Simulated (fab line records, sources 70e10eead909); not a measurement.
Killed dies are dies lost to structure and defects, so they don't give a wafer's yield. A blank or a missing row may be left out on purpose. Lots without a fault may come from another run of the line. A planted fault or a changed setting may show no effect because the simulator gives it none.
Which tool did it? | flow nand_harc | 13 lots, 37 wafers sampled, at 5 steps of a route of 1159

WHAT THE GAUGES READ, wafer by wafer
NHARC_END_SORT_01.
lot  | measured     | on        | killed_at_array | killed_at_other | killed_at_periphery | killed_dies | killed_open | killed_short
L386 | day 23 08:04 | prober-02 | 674 26          | 0 0             | 3 1                 | 677 27      | 6 1         | 1 0
L389 | day 23 22:16 | prober-01 | 675 672         | 2 1             | 0 4                 | 677 677     | 2 3         | 2 1

WHICH TOOL RAN EACH LOT (tool, then ch and the chambers of the sampled wafers, then the start)
lot  | NHARC_A_STAIRCASE_STRIP_171          | NHARC_A_STAIRCASE_TRIM_22                     | NHARC_A_STAIRCASE_ETCH_23          | NHARC_A_STAIRCASE_ETCH_25
L371 | plasma_asher-01 ch 0,1, day 10 21:05 | rie_diel-06 ch 0,1,2, day 11 00:56 or earlier | rie_diel-06 ch 0,1, day 11 00:56   | rie_diel-08 ch 1,2, day 11 01:13
L374 | plasma_asher-02 ch 0,1, day 11 11:04 | rie_diel-08 ch 0,1, day 11 16:37 or earlier   | rie_diel-08 ch 0,1,3, day 11 16:37 | rie_diel-08 ch 1,3, no start
L377 | plasma_asher-02 ch 1, day 11 22:01   | rie_diel-12 ch 0,1, day 12 01:17 or earlier   | rie_diel-12 ch 0,3, day 12 01:17   | rie_diel-12 ch 0,2,3, no start
L376 | plasma_asher-02 ch 0,1, day 11 22:21 | rie_diel-08 ch 1,2,3, day 12 01:45 or earlier | rie_diel-08 ch 0,3, day 12 01:45   | rie_diel-08 ch 0,1,3, no start
L380 | plasma_asher-02 ch 0,1, day 12 09:37 | rie_diel-08 ch 0,1,2, day 12 12:34 or earlier | rie_diel-08 ch 1,2, day 12 12:34   | rie_diel-08 ch 0,1,2, no start
L378 | plasma_asher-02 ch 0,1, day 12 20:11 | rie_diel-06 ch 0,3, day 12 23:40 or earlier   | rie_diel-06 ch 0,3, day 12 23:40   | rie_diel-06 ch 0,2, no start
L384 | plasma_asher-02 ch 0,1, day 13 22:29 | rie_diel-12 ch 0,3, day 14 01:30 or earlier   | rie_diel-12 ch 1,2, day 14 01:30   | rie_diel-12 ch 0,1,3, no start
L386 | plasma_asher-01 ch 0,1, day 14 13:15 | rie_diel-08 ch 0,3, day 14 16:13 or earlier   | rie_diel-08 ch 0,1, day 14 16:13   | rie_diel-08 ch 0,2, day 23 08:04 or earlier
L390 | plasma_asher-02 ch 0,1, day 15 04:58 | rie_diel-12 ch 0,1,2, day 15 08:01 or earlier | rie_diel-12 ch 1,2,3, day 15 08:01 | rie_diel-12 ch 0,1,3, no start
L389 | plasma_asher-01 ch 1, day 15 05:07   | rie_diel-08 ch 0,1, day 15 08:19 or earlier   | rie_diel-08 ch 2,3, day 15 08:19   | rie_diel-08 ch 1,3, day 23 22:16 or earlier
L391 | plasma_asher-01 ch 0,1, day 15 15:30 | rie_diel-12 ch 0,3, day 15 18:22 or earlier   | rie_diel-12 ch 1,2, day 15 18:22   | rie_diel-12 ch 0,2,3, no start
L392 | plasma_asher-02 ch 0,1, day 15 15:41 | rie_diel-06 ch 0,2,3, day 15 18:47 or earlier | rie_diel-06 ch 0,1, day 15 18:47   | rie_diel-06 ch 0,1, no start
L394 | plasma_asher-01 ch 0,1, day 16 07:19 | rie_diel-06 ch 0,3, day 16 10:21 or earlier   | rie_diel-06 ch 0,2, day 16 10:21   | rie_diel-06 ch 0,1,2, no start
- NHARC_A_STAIRCASE_STRIP_171: strips in O2.
- NHARC_A_STAIRCASE_TRIM_22: chemistry O2, time 211.2 s.
- NHARC_A_STAIRCASE_ETCH_23: etches the open film in C4F8/O2, target depth 100 nm, time 40.5 s.
- NHARC_A_STAIRCASE_ETCH_25: etches the open film in C4F8/O2, target depth 100 nm, time 40.5 s.

WHAT THE TOOLS THEMSELVES READ (means of the sampled wafers that have a number; where no wafer has one, the mark that the record gives instead)
NHARC_A_STAIRCASE_STRIP_171.
lot  | tool            | drypump_motor_current_A (A) | heater_power_w (W)
L371 | plasma_asher-01 | 5.8                         | 341
L374 | plasma_asher-02 | 6.1                         | 309
L377 | plasma_asher-02 | 6.6                         | 305
L376 | plasma_asher-02 | 5.6                         | 305
L380 | plasma_asher-02 | 5.6                         | 303
L378 | plasma_asher-02 | 6.1                         | 304
L384 | plasma_asher-02 | 6.1                         | 305
L386 | plasma_asher-01 | 5.8                         | 352
L390 | plasma_asher-02 | 6.1                         | 304
L389 | plasma_asher-01 | 5.9                         | 358
L391 | plasma_asher-01 | 5.9                         | 346
L392 | plasma_asher-02 | 6.1                         | 305
L394 | plasma_asher-01 | 5.8                         | 359

NHARC_A_STAIRCASE_TRIM_22.
lot  | tool        | drypump_motor_current_A (A) | oes_product_au (a.u.) | rf_vpp_V (V) | showerhead_plenum_p_Torr (Torr) | throttle_valve_pct (%)
L371 | rie_diel-06 | 5.8                         | 1.005                 | 57.7         | 3.58                            | 17.035
L374 | rie_diel-08 | 6.1                         | 1.003                 | 58.8         | 3.51                            | 17.033
L377 | rie_diel-12 | 5.9                         | 0.976                 | 57.9         | 3.57                            | 17.038
L376 | rie_diel-08 | 5.9                         | 0.999                 | 58.0         | 3.50                            | 17.040
L380 | rie_diel-08 | 6.1                         | 1.006                 | 57.9         | 3.48                            | 17.036
L378 | rie_diel-06 | 5.8                         | 0.995                 | 57.9         | 3.60                            | 17.034
L384 | rie_diel-12 | 5.1                         | 0.999                 | 57.2         | 3.46                            | 17.036
L386 | rie_diel-08 | 5.5                         | 1.005                 | 57.5         | 3.43                            | 17.031
L390 | rie_diel-12 | 5.8                         | 0.989                 | 57.4         | 3.55                            | 17.040
L389 | rie_diel-08 | 6.2                         | 0.996                 | 57.6         | 3.54                            | 17.032
L391 | rie_diel-12 | 5.5                         | 0.987                 | 58.3         | 3.47                            | 17.033
L392 | rie_diel-06 | 5.9                         | 1.002                 | 57.7         | 3.57                            | 17.033
L394 | rie_diel-06 | 5.5                         | 0.988                 | 57.0         | 3.52                            | 17.031

NHARC_A_STAIRCASE_ETCH_23.
lot  | tool        | oes_product_au (a.u.) | rf_vpp_V (V)
L371 | rie_diel-06 | 0.955                 | 899
L374 | rie_diel-08 | 0.923                 | 896
L377 | rie_diel-12 | 0.938                 | 895
L376 | rie_diel-08 | 0.927                 | 893
L380 | rie_diel-08 | 0.944                 | 892
L378 | rie_diel-06 | 0.930                 | 897
L384 | rie_diel-12 | 0.952                 | 897
L386 | rie_diel-08 | 0.857                 | 896
L390 | rie_diel-12 | 0.936                 | 896
L389 | rie_diel-08 | 0.752                 | 891
L391 | rie_diel-12 | 0.940                 | 898
L392 | rie_diel-06 | 0.936                 | 895
L394 | rie_diel-06 | 0.951                 | 895

NHARC_A_STAIRCASE_ETCH_25.
lot  | tool        | oes_product_au (a.u.) | rf_vpp_V (V)
L371 | rie_diel-08 | 1.008                 | 893
L374 | rie_diel-08 | 0.939                 | 900
L377 | rie_diel-12 | 0.922                 | 894
L376 | rie_diel-08 | 0.936                 | 895
L380 | rie_diel-08 | 0.939                 | 894
L378 | rie_diel-06 | 0.940                 | 895
L384 | rie_diel-12 | 0.937                 | 896
L386 | rie_diel-08 | 0.952                 | 890
L390 | rie_diel-12 | 0.937                 | 896
L389 | rie_diel-08 | 0.936                 | 898
L391 | rie_diel-12 | 0.946                 | 894
L392 | rie_diel-06 | 0.927                 | 894
L394 | rie_diel-06 | 0.954                 | 897

THE ANSWER, worked out from the rows above alone
Rule: what is usual is taken from the lots themselves. Put in order of their means at a reading, lots are off if they are a third of the lots or fewer, leave a main group of 4 or more, and stand apart from it by a gap of 3 or more times the standard deviation of the main group's means; of several such gaps the widest counts. A main group whose means are all the same, to the digits that the tables above print for the reading, isn't used. A lot without any number at a reading at which 4 lots or more have one is off too. The other lots that the step has rows for count as sound. The gauges are gone through in route order, then the tools' own readings, and for those a lot's mean is taken as printed above. The first step at which some lot is off is used, and at that step the reading that is off furthest; a lot without a number counts as furthest.
Off: L386, L389, at NHARC_A_STAIRCASE_ETCH_23 (oes_product_au). The main group: mean 0.939 a.u., standard deviation 0.01.
A tool fits if, at that step or a process step before it, it ran every lot that is off, and no sound lot after the first of them. NHARC_A_STAIRCASE_TRIM_22 gives no start for some lots, so the hours and the order of its lots are those of NHARC_A_STAIRCASE_ETCH_23. One fits: rie_diel-08 at NHARC_A_STAIRCASE_TRIM_22 and NHARC_A_STAIRCASE_ETCH_23. At NHARC_A_STAIRCASE_TRIM_22 its last sound lot is L380 (day 12 12:34), its first lot that is off L386 (day 14 16:13): a fault that began between those two fits.

WHAT THE SIMULATOR HAD PUT IN
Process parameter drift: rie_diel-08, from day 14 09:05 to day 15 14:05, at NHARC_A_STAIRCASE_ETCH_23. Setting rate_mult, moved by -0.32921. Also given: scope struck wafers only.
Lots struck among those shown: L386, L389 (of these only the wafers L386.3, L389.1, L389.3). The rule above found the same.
